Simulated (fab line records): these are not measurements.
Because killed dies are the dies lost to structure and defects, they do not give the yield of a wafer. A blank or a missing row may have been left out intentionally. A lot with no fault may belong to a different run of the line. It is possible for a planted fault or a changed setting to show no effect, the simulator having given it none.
Split-lot experiment -- flow n5 finfet -- 21 wafers read across 7 lots, on a route 1938 steps long

SPLIT DETAILS
At N5_MIM_BOT_ETCH_ETCH_03 (etches the open film in Cl2/BCl3, target depth 12 nm), the setting bias w was moved away from the recipe's 100 W on 3 of the 21 wafers read, by -12.5% to +7.1%. The other wafers ran this setting at the recipe's value.

The split's own step is where the reading is taken.

THE READING
etch.depth nm (the simulator's own value, which no gauge read), in nm, at N5_MIM_BOT_ETCH_ETCH_03 (etches the open film in Cl2/BCl3, target depth 12 nm). The file gives no usual value for it. Across the 18 wafers here that went through the recipe, the average is 12.11 nm and the standard deviation 0.086 nm.

wafer,"tool, chamber at the split","bias w as run, W",against the recipe,"etch.depth nm, nm",against lot-mates on the recipe
L074.3,"rie metal-03, 0",100,recipe,12.18,-
L074.4,"rie metal-03, 1",100,recipe,12.2,-
L074.6,"rie metal-03, 0",100,recipe,12.09,-
L078.1,"rie metal-02, 0",100,recipe,12.15,-
L078.2,"rie metal-02, 1",100,recipe,12.04,-
L078.4,"rie metal-02, 1",100,recipe,12.03,-
L083.4,"rie metal-02, 0",87.54,-12.5%,11.52,-0.52
L083.5,"rie metal-02, 1",100,recipe,11.95,-
L083.6,"rie metal-02, 0",100,recipe,12.13,-
L089.2,"rie metal-03, 1",100,recipe,12.27,-
L089.3,"rie metal-03, 1",107.1,+7.1%,12.49,+0.27
L089.4,"rie metal-03, 0",100,recipe,12.18,-
L087.2,"rie metal-03, 0",100,recipe,12.05,-
L087.3,"rie metal-03, 1",100,recipe,12.2,-
L087.6,"rie metal-03, 0",100,recipe,12.11,-
L091.2,"rie metal-01, 1",100,recipe,12.04,-
L091.3,"rie metal-01, 0",100,recipe,11.95,-
L091.4,"rie metal-01, 1",100,recipe,12.1,-
L096.1,"rie metal-01, 0",100,recipe,12.13,-
L096.4,"rie metal-01, 1",100,recipe,12.2,-
L096.6,"rie metal-01, 1",90.04,-10.0%,11.69,-0.47

THE FIT
A straight line over all 21 wafers: etch.depth nm changes by +0.0469 nm for each +1% of bias w; r = +0.91; the points scatter about the line by 0.085 nm.
The same after taking each lot's own level away (the mean of its wafers on the recipe; 21 wafers): +0.0428 nm for each +1%; r = +0.94; scatter 0.059 nm.
Per that fit: largest bias w move, reading shift of 0.53 nm.
The span of the lots' own levels, 12.030 to 12.225 nm, comes to 2.3 times the standard deviation stated above.
The two slopes agree, so the slope changes little with the lot-to-lot level.
Check: for one of the wafers moved furthest among these (-12.5%), held out of the fit, the line's prediction against its lot-mates is -0.554 nm. It came out at -0.52 nm against them.

OTHER SPLITS ON THESE WAFERS
Note: prior to the reading, these wafers also went through further splits. Each is held against what the fit with the lots' levels taken away leaves over:
other split on the same wafers,wafers away from the commonest value,r with etch.depth nm (lot level and that fit taken away)
N5_BEOL_M10_TRENCH_ETCH_37 source w,4,+0.15
N5_BEOL_M13_SPUTTER_43 power w,7,+0.18
N5_BEOL_M13_SPUTTER_44 time s,6,+0.10
N5_BEOL_M15_ILD_DEP_00 time s,4,-0.13
N5_BEOL_M15_PEB_26 peb temp c,10,+0.09

THE FILE'S OWN FIT
etch.depth nm changes by +0.0432 nm for each +1% of bias w, r = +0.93.
